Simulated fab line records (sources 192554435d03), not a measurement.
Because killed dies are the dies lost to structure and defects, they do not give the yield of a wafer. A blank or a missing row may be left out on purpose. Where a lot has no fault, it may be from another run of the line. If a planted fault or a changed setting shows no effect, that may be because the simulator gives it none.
fab line records    flow n5Finfet
[record] lots = 7  wafers = 21
route steps=1938 shown BEOL_M13@1659 BEOL_M15@1787 TV_LITHO@1879
startH: the number of hours between the record's first day and the start of the first shown wafer of the lot    waitH: how many hours have passed since the lot's step before this one    " as in the row above    L1.1+2: several wafers, shown together as one row    - no value, or no start given    * or withheld: withheld    < > ~ a bound
route shown NAME@n: a module of which the file shows steps, and the number in the route of the first    usual: the fault-free wafers' mean and standard deviation    same: alike in all rows    chamber/n: place in a boat    sites: the reading at each site    _std_site: their standard deviation    _edge_site: inner sites' mean taken away from outer sites' mean    radiusMm: for every site, how far away it sits from the centre of the wafer    mask NAME#n: copy n    behind: the last tool/chamber to shape the wafer    hold: why the lot was held/for how many hours/how that ended    device: transistor that didn't switch, given as n, p or np    end of line: tests run on the same wafers once the route is complete    a step given without rows: its recipe and nothing more    killed: not the wafer's yield, but the dies lost to structure and defects at the first sort    map: a wafer's dies, x killed, . not, _ none there
set.NAME: setting as actually run; set.NAME@STEP: the setting as run at that earlier step    model.NAME: the simulator's own value behind a step, which no gauge read
lots where settings were altered on purpose, with a table for each step and a row for each wafer
[[steps]]
[step N5_BEOL_M13_ILD_DEP_00]
[recipe] material = SiOC  targetThkA = 8379.2  tempC = 350  precursor = DEMS/O2  pressureTorr = 5  rfW = 500  timeS = 166.4
lot.wafer  tool      chamber  startH  waitH  set.timeS  model.SiOC_of_BEOL_M13_ILD_DEP_00.thkNm
L083.3     pecvd-03  2        299.01  0.0    166.4      827.6
L083.4     "         0        "       "      166.4      837.8
L083.5     "         1        "       "      166.4      845.8
L086.1     pecvd-03  2        308.37  0.0    146.4      747.4
L086.2     "         1        "       "      166.4      838.6
L086.5     "         0        "       "      146.4      757.4
L087.1     pecvd-03  0        327.65  0.0    166.4      837.4
L087.2     "         1        "       "      191.2      954.4
L087.6     "         1        "       "      191.2      974
L089.3     pecvd-01  0        328.47  0.0    166.4      835.4
L089.5     "         1        "       "      191.2      980
L089.6     "         0        "       "      191.2      974.2
L090.2     pecvd-03  2        332.41  0.0    166.4      843.8
L090.3     "         1        "       "      166.4      849.8
L090.6     "         0        "       "      166.4      855.4
L092.1     pecvd-03  2        339.83  0.0    147.2      737.6
L092.2     "         0        "       "      147.2      738.8
L092.5     "         2        "       "      166.4      842.4
L096.1     pecvd-03  0        370.14  0.0    150        761
L096.3     "         2        "       "      166.4      846.8
L096.5     "         0        "       "      166.4      856
[step N5_BEOL_M13_THK_MEAS_01]
[recipe] reads = SiOC_of_BEOL_M13_ILD_DEP_00
[usual] M13_ILD_THK = 839/11
lot.wafer  tool          chamber  startH  waitH  set.timeS@BEOL_M13_ILD_DEP_00  M13_ILD_THK[nm]
L083.3     filmMetro-01  -        299.17  0.1    166.4                          827
L083.4     "             -        "       "      166.4                          838
L083.5     "             -        "       "      166.4                          845
L086.1     filmMetro-02  -        308.52  0.1    146.4                          748
L086.2     "             -        "       "      166.4                          838
L086.5     "             -        "       "      146.4                          758
L087.1     filmMetro-01  -        327.80  0.1    166.4                          838
L087.2     "             -        "       "      191.2                          954
L087.6     "             -        "       "      191.2                          974
L089.3     filmMetro-02  -        328.63  0.1    166.4                          835
L089.5     "             -        "       "      191.2                          981
L089.6     "             -        "       "      191.2                          974
L090.2     filmMetro-01  -        332.56  0.1    166.4                          844
L090.3     "             -        "       "      166.4                          849
L090.6     "             -        "       "      166.4                          855
L092.1     filmMetro-01  -        339.98  0.1    147.2                          738
L092.2     "             -        "       "      147.2                          739
L092.5     "             -        "       "      166.4                          842
L096.1     filmMetro-01  -        370.29  0.1    150                            761
L096.3     "             -        "       "      166.4                          847
L096.5     "             -        "       "      166.4                          856
[step N5_BEOL_M13_COAT_58]
[recipe] resist = BARC  tempC = 205  timeS = 60  spinRpm = 1500  resistThkNm = 89
lot.wafer   tool           chamber  startH  waitH  set.spinRpm
L083.3+4+5  lithoTrack-01  0        299.20  0.0    1500
L086.1+2+5  lithoTrack-05  0        308.56  0.0    1571
L087.1+2    lithoTrack-05  0        327.83  0.0    1581
L087.6      "              0        "       "      1500
L089.3+5+6  lithoTrack-01  0        328.66  0.0    1500
L090.2+3+6  lithoTrack-01  0        332.59  0.0    1500
L092.1+2+5  lithoTrack-05  0        340.01  0.0    1500
L096.1+3+5  lithoTrack-05  0        370.32  0.0    1500
[step N5_BEOL_M13_COAT_04]
[recipe] spinRpm = 1625  resistThkNm = 400
[step N5_BEOL_M13_EBR_06]
[recipe] solvent = PGMEA  ebrWidthMm = 1.5
[step N5_BEOL_M13_DESCUM_15]
[recipe] chemistry = O2  timeS = 7.9  sourcePowerW = 50  biasPowerW = 20  pressureMtorr = 20  rfFrequencyHz = 2.712e+07  tempC = 40  o2FlowSccm = 225
[step N5_BEOL_M13_ETCH_59]
[recipe] chemistry = N2/H2  target = BARC  targetDepthA = 890  overetchA = 267  timeS = 67.9  ionEnergyEv = 200  pressureMtorr = 30  sourceW = 840  biasW = 150  n2FlowSccm = 200  h2FlowSccm = 200
[step N5_BEOL_M13_VIA_ETCH_16]
[recipe] chemistry = C4F8/O2/Ar  target = SiOC  pressureMtorr = 30  sourceW = 3000  biasW = 700  Ar_flow_sccm = 400  C4F8_flow_sccm = 15  O2_flow_sccm = 8  heInnerTorr = 15  heOuterTorr = 30  targetDepthA = 9217  timeS = withheld  ionEnergyEv = 250  ends = cleared
lot.wafer  tool        chamber  startH  waitH  set.timeS@BEOL_M13_ILD_DEP_00  model.etch.depthNm  model.coat_of_BEOL_M13_COAT_04.thkNm
L083.3     rieDiel-05  3        299.64  0.0    *                              827.5               73.6
L083.4     "           0        "       "      *                              837.8               68.4
L083.5     "           1        "       "      *                              845.7               65.6
L086.1     rieDiel-03  1        309.00  0.0    *                              747.5               99.2
L086.2     "           0        "       "      *                              838.5               70.8
L086.5     "           3        "       "      *                              757.5               94
L087.1     rieDiel-05  2        328.30  0.0    *                              837.5               70.8
L087.2     "           3        "       "      *                              954.4               35.8
L087.6     "           1        "       "      *                              974                 29
L089.3     rieDiel-03  0        329.38  0.0    *                              835.4               72.8
L089.5     "           0        "       "      *                              980                 31.4
L089.6     "           1        "       "      *                              974.2               31
L090.2     rieDiel-03  0        333.04  0.0    *                              843.9               70.2
L090.3     "           2        "       "      *                              849.7               68.8
L090.6     "           3        "       "      *                              855.5               66
L092.1     rieDiel-03  0        341.10  0.0    *                              737.6               102.6
L092.2     "           1        "       "      *                              738.8               101.8
L092.5     "           2        "       "      *                              842.3               70.2
L096.1     rieDiel-05  0        371.08  0.0    *                              761.1               89.4
L096.3     "           1        "       "      *                              846.9               65.2
L096.5     "           1        "       "      *                              856                 63
[step N5_BEOL_M13_STRIP_63]
[recipe] chemistry = N2/H2  powerW = 1000  tempC = 250  h2Frac = 0.65  overashFraction = 0.3  pressureMtorr = 1000  n2FlowSccm = 1750  h2FlowSccm = 3250
[usual] stripTimeToEndpointS = 27.8/1.1
lot.wafer  tool            chamber  startH  waitH  set.timeS@BEOL_M13_ILD_DEP_00  stripTimeToEndpointS
L083.3     plasmaAsher-02  1        299.90  -      166.4                          28.7
L083.4     "               0        "       "      166.4                          27.2
L083.5     "               1        "       "      166.4                          26.4
L086.1     plasmaAsher-02  1        309.24  -      146.4                          36.0
L086.2     "               0        "       "      166.4                          27.9
L086.5     "               0        "       "      146.4                          34.6
L087.1     plasmaAsher-01  1        328.53  -      166.4                          27.9
L087.2     "               0        "       "      191.2                          17.0
L087.6     "               0        "       "      191.2                          14.7
L089.3     plasmaAsher-01  0        329.64  -      166.4                          28.5
L089.5     "               1        "       "      191.2                          15.6
L089.6     "               0        "       "      191.2                          15.4
L090.2     plasmaAsher-02  1        333.33  -      166.4                          27.8
L090.3     "               0        "       "      166.4                          27.3
L090.6     "               1        "       "      166.4                          26.5
L092.1     plasmaAsher-01  1        341.34  -      147.2                          36.9
L092.2     "               0        "       "      147.2                          36.7
L092.5     "               0        "       "      166.4                          27.7
L096.1     plasmaAsher-01  0        371.31  -      150                            33.2
L096.3     "               1        "       "      166.4                          26.3
L096.5     "               1        "       "      166.4                          25.6
[step N5_BEOL_M13_EXPOSE_25]
[recipe] maskId = M13  na = 0.93  sourceShape = conventional  sigmaOuter = 0.4  polarization = unpolarized  targetCdNm = 210  doseMj = 22
lot.wafer   tool           chamber  startH  waitH  mask   set.doseMj
L083.3+4+5  krfScanner-01  0        300.25  -      M13#0  22
L086.1+5    krfScanner-02  0        309.76  -      M13#0  22
L086.2      "              0        "       "      M13#0  21.35
L087.1+6    krfScanner-01  0        329.02  -      M13#0  23.46
L087.2      "              0        "       "      M13#0  22
L089.3+5+6  krfScanner-01  0        329.99  -      M13#0  22
L090.2      krfScanner-02  0        333.83  -      M13#0  20.68
L090.3+6    "              0        "       "      M13#0  22
L092.1      krfScanner-01  0        341.83  -      M13#0  22
L092.2+5    "              0        "       "      M13#0  22.67
L096.1      krfScanner-01  0        371.80  -      M13#0  23.5
L096.3+5    "              0        "       "      M13#0  22
[step N5_BEOL_M13_PEB_26]
[recipe] pebTempC = 130  pebTimeS = 90
[step N5_BEOL_M13_DEVELOP_27]
[recipe] developTimeS = 45  rinseLiquid = diw  dry = airSpin  devTempC = 21
[step N5_BEOL_M13_HARDBAKE_32]
[recipe] tempC = 130  timeS = 120
[step N5_BEOL_M13_CD_MEAS_28]
[recipe] targetCdNm = 209.5  landingEnergyEv = 500  detector = seInlens
[usual] cdNm = 209.2/0.83
lot.wafer  tool      chamber  startH  waitH  set.doseMj@BEOL_M13_EXPOSE_25  cdNm
L083.3     cdSem-02  0        300.42  -      22                             208.9
L083.4     "         0        "       "      22                             208.8
L083.5     "         0        "       "      22                             208.8
L086.1     cdSem-01  0        309.93  -      22                             208.0
L086.2     "         0        "       "      21.35                          206.2
L086.5     "         0        "       "      22                             210.2
L087.1     cdSem-01  0        329.19  -      23.46                          214.0
L087.2     "         0        "       "      22                             208.7
L087.6     "         0        "       "      23.46                          214.1
L089.3     cdSem-02  0        330.15  -      22                             208.4
L089.5     "         0        "       "      22                             208.8
L089.6     "         0        "       "      22                             207.9
L090.2     cdSem-02  0        333.99  -      20.68                          202.6
L090.3     "         0        "       "      22                             208.9
L090.6     "         0        "       "      22                             209.2
L092.1     cdSem-02  0        342.00  -      22                             208.1
L092.2     "         0        "       "      22.67                          211.8
L092.5     "         0        "       "      22.67                          212.1
L096.1     cdSem-03  0        371.97  -      23.5                           217.0
L096.3     "         0        "       "      22                             210.4
L096.5     "         0        "       "      22                             208.9
[step N5_BEOL_M13_DESCUM_33]
[recipe] chemistry = O2  timeS = 7.9  sourcePowerW = 50  biasPowerW = 20  pressureMtorr = 20  rfFrequencyHz = 2.712e+07  tempC = 40  o2FlowSccm = 225
lot.wafer  tool        chamber  startH  waitH  set.timeS  set.doseMj@BEOL_M13_EXPOSE_25  model.BEOL_M13.cdNm
L083.3     rieDiel-05  3        301.88  1.4    7.9        22                             209
L083.4     "           1        "       "      7.9        22                             209.2
L083.5     "           0        "       "      7.9        22                             208.8
L086.1     rieDiel-05  2        310.02  0.0    7.9        22                             208.2
L086.2     "           3        "       "      7.9        21.35                          206.2
L086.5     "           1        "       "      7.9        22                             210
L087.1     rieDiel-05  1        329.47  0.2    6.202      23.46                          214.2
L087.2     "           0        "       "      7.9        22                             208.8
L087.6     "           3        "       "      7.9        23.46                          214
L089.3     rieDiel-03  2        330.34  0.1    7.9        22                             208
L089.5     "           0        "       "      7.9        22                             209
L089.6     "           3        "       "      9.288      22                             208.4
L090.2     rieDiel-03  2        334.14  0.1    6.135      20.68                          202.4
L090.3     "           0        "       "      6.135      22                             209.2
L090.6     "           1        "       "      7.9        22                             209
L092.1     rieDiel-03  2        342.77  0.7    7.9        22                             208
L092.2     "           3        "       "      7.9        22.67                          211.6
L092.5     "           3        "       "      7.9        22.67                          212
L096.1     rieDiel-05  0        372.26  0.2    8.974      23.5                           217.4
L096.3     "           2        "       "      8.974      22                             210.4
L096.5     "           1        "       "      7.9        22                             209
[step N5_BEOL_M15_ETCH_59]
[recipe] chemistry = N2/H2  target = BARC  targetDepthA = 890  overetchA = 267  timeS = 67.9  ionEnergyEv = 200  pressureMtorr = 30  sourceW = 840  biasW = 150  n2FlowSccm = 200  h2FlowSccm = 200
lot.wafer  tool        chamber  startH  waitH  set.timeS  model.coat_of_BEOL_M15_COAT_04.thkNm
L083.3     rieDiel-03  3        310.94  0.0    67.9       716.2
L083.4     "           3        "       "      67.9       718
L083.5     "           1        "       "      67.9       719.2
L086.1     rieDiel-03  3        320.16  0.0    72.75      712.8
L086.2     "           1        "       "      67.9       720.6
L086.5     "           1        "       "      67.9       720
L087.1     rieDiel-03  3        340.04  0.0    56         732.6
L087.2     "           2        "       "      56         729.6
L087.6     "           0        "       "      67.9       721.2
L089.3     rieDiel-03  2        341.45  0.0    54.79      735
L089.5     "           2        "       "      54.79      736.6
L089.6     "           3        "       "      67.9       719.4
L090.2     rieDiel-05  1        342.91  0.0    67.9       715.4
L090.3     "           0        "       "      62.61      720.2
L090.6     "           1        "       "      67.9       713.4
L092.1     rieDiel-04  1        350.97  0.0    72.18      716.8
L092.2     "           2        "       "      67.9       722.6
L092.5     "           3        "       "      72.18      716.2
L096.1     rieDiel-05  2        382.68  0.0    67.9       719.4
L096.3     "           1        "       "      67.9       717.6
L096.5     "           2        "       "      54.74      733
[step N5_BEOL_M15_TRENCH_ETCH_34]
[recipe] chemistry = C4F8/O2/Ar  target = SiO2  targetDepthA = 8729.3  heInnerTorr = 15  heOuterTorr = 30  timeS = 199  ionEnergyEv = 800  pressureMtorr = 20  sourceW = 1905  biasW = 2040  Ar_flow_sccm = 400  C4F8_flow_sccm = 16  O2_flow_sccm = 12
[usual] rfVppV = 2211/19
lot.wafer  tool        chamber  startH  waitH  set.biasW  rfVppV
L083.3     rieDiel-05  2        313.80  0.0    2040       2233
L083.4     "           3        "       "      2040       2203
L083.5     "           0        "       "      2040       2221
L086.1     rieDiel-05  3        323.12  0.0    2040       2202
L086.2     "           2        "       "      2040       2234
L086.5     "           1        "       "      2040       2214
L087.1     rieDiel-03  1        342.62  0.0    1786       1979
L087.2     "           3        "       "      1786       2023
L087.6     "           0        "       "      2040       2228
L089.3     rieDiel-03  0        343.41  0.0    1822       2057
L089.5     "           3        "       "      2040       2222
L089.6     "           2        "       "      2040       2221
L090.2     rieDiel-03  3        344.97  0.0    1946       2150
L090.3     "           2        "       "      2040       2222
L090.6     "           3        "       "      2040       2222
L092.1     rieDiel-04  0        352.63  0.0    2359       2441
L092.2     "           1        "       "      2040       2175
L092.5     "           3        "       "      2040       2177
L096.1     rieDiel-03  1        384.22  0.0    2040       2211
L096.3     "           2        "       "      2040       2221
L096.5     "           2        "       "      2040       2222
[step N5_PASSIVATION_EXPOSE_07]
[recipe] maskId = TV  na = 0.55  sourceShape = conventional  sigmaOuter = 0.8  polarization = unpolarized  defocusNm = 0  targetCdNm = 3000  doseMj = 22.75
lot.wafer   tool           chamber  startH  waitH  mask  set.doseMj
L083.3+4+5  krfScanner-02  0        321.52  -      TV#0  22.75
L086.1+2    krfScanner-02  0        335.13  -      TV#0  22.75
L086.5      "              0        "       "      TV#0  23.53
L089.3+5    krfScanner-01  0        354.48  -      TV#0  22.75
L089.6      "              0        "       "      TV#0  24.04
L090.2+3    krfScanner-01  0        355.00  -      TV#0  21.69
L090.6      "              0        "       "      TV#0  22.75
L087.1      krfScanner-02  0        357.49  -      TV#0  22.75
L087.2+6    "              0        "       "      TV#0  22.24
L092.1+2    krfScanner-01  0        367.12  -      TV#0  22.75
L092.5      "              0        "       "      TV#0  21.19
L096.1      krfScanner-02  0        393.84  -      TV#0  21.87
L096.3+5    "              0        "       "      TV#0  22.75
[step N5_PASSIVATION_DEVELOP_09]
[recipe] developTimeS = 60  rinseLiquid = diw  dry = airSpin  devTempC = 21
lot.wafer   tool           chamber  startH  waitH  set.developTimeS
L083.3+4+5  lithoTrack-01  0        -       -      60
L086.1+2    lithoTrack-04  0        -       -      60
L086.5      "              0        "       "      73.05
L089.3      lithoTrack-04  0        -       -      67.75
L089.5+6    "              0        "       "      60
L090.2+3    lithoTrack-01  0        -       -      60
L090.6      "              0        "       "      68.15
L087.1+2+6  lithoTrack-01  0        -       -      60
L092.1+2    lithoTrack-04  0        -       -      51.88
L092.5      "              0        "       "      60
L096.1+3+5  lithoTrack-05  0        -       -      60
[step N5_PASSIVATION_HARDBAKE_11]
[recipe] tempC = 130  timeS = 120
[step N5_PASSIVATION_CD_MEAS_10]
[recipe] targetCdNm = 3000  landingEnergyEv = 500  detector = seInlens
[usual] cdNm = 2999.8/1.9
lot.wafer  tool      chamber  startH  waitH  set.doseMj@PASSIVATION_EXPOSE_07  cdNm
L083.3     cdSem-02  0        321.69  -      22.75                             2999.3
L083.4     "         0        "       "      22.75                             2999.4
L083.5     "         0        "       "      22.75                             2999.8
L086.1     cdSem-03  0        335.31  -      22.75                             3000.1
L086.2     "         0        "       "      22.75                             2998.4
L086.5     "         0        "       "      23.53                             3010.1
L089.3     cdSem-03  0        354.65  -      22.75                             3003.0
L089.5     "         0        "       "      22.75                             2999.3
L089.6     "         0        "       "      24.04                             3011.8
L090.2     cdSem-02  0        355.17  -      21.69                             2988.1
L090.3     "         0        "       "      21.69                             2988.1
L090.6     "         0        "       "      22.75                             3001.2
L087.1     cdSem-03  0        357.67  -      22.75                             2994.1
L087.2     "         0        "       "      22.24                             2990.8
L087.6     "         0        "       "      22.24                             2992.1
L092.1     cdSem-02  0        367.29  -      22.75                             2994.6
L092.2     "         0        "       "      22.75                             2994.8
L092.5     "         0        "       "      21.19                             2984.4
L096.1     cdSem-01  0        394.01  -      21.87                             2992.6
L096.3     "         0        "       "      22.75                             2998.7
L096.5     "         0        "       "      22.75                             3002.9
[[key]]
[split] step = N5_BEOL_M13_ILD_DEP_00  setting = timeS  stated = 166.4  by = wafer
[response] step = N5_BEOL_M13_ILD_DEP_00  reading = model.SiOC_of_BEOL_M13_ILD_DEP_00.thkNm  change = +8.71  per = 1%  r = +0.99
[response] step = N5_BEOL_M13_THK_MEAS_01  reading = M13_ILD_THK  change = +8.7  per = 1%  r = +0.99
[response] step = N5_BEOL_M13_VIA_ETCH_16  reading = model.etch.depthNm  change = +8.7  per = 1%  r = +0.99
[response] step = N5_BEOL_M13_VIA_ETCH_16  reading = model.coat_of_BEOL_M13_COAT_04.thkNm  change = -2.59  per = 1%  r = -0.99
[response] step = N5_BEOL_M13_STRIP_63  reading = stripTimeToEndpointS  change = *  per = 1%  r = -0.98
[split] step = N5_BEOL_M13_COAT_58  setting = spinRpm  stated = 1500  by = wafer
response none clear
[split] step = N5_BEOL_M13_EXPOSE_25  setting = doseMj  stated = 22  by = wafer
[response] step = N5_BEOL_M13_CD_MEAS_28  reading = cdNm  change = +1  per = 1%  r = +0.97
[response] step = N5_BEOL_M13_DESCUM_33  reading = model.BEOL_M13.cdNm  change = +1.02  per = 1%  r = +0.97
[split] step = N5_BEOL_M13_DESCUM_33  setting = timeS  stated = 7.9  by = wafer
response none clear
[split] step = N5_BEOL_M15_ETCH_59  setting = timeS  stated = 67.9  by = wafer
[response] step = N5_BEOL_M15_ETCH_59  reading = model.coat_of_BEOL_M15_COAT_04.thkNm  change = -0.753  per = 1%  r = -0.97
[split] step = N5_BEOL_M15_TRENCH_ETCH_34  setting = biasW  stated = 2040  by = wafer
[response] step = N5_BEOL_M15_TRENCH_ETCH_34  reading = rfVppV  change = +16.9  per = 1%  r = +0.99
[split] step = N5_PASSIVATION_EXPOSE_07  setting = doseMj  stated = 22.75  by = wafer
[response] step = N5_PASSIVATION_CD_MEAS_10  reading = cdNm  change = +2.01  per = 1%  r = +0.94
[split] step = N5_PASSIVATION_DEVELOP_09  setting = developTimeS  stated = 60  by = wafer
response none clear
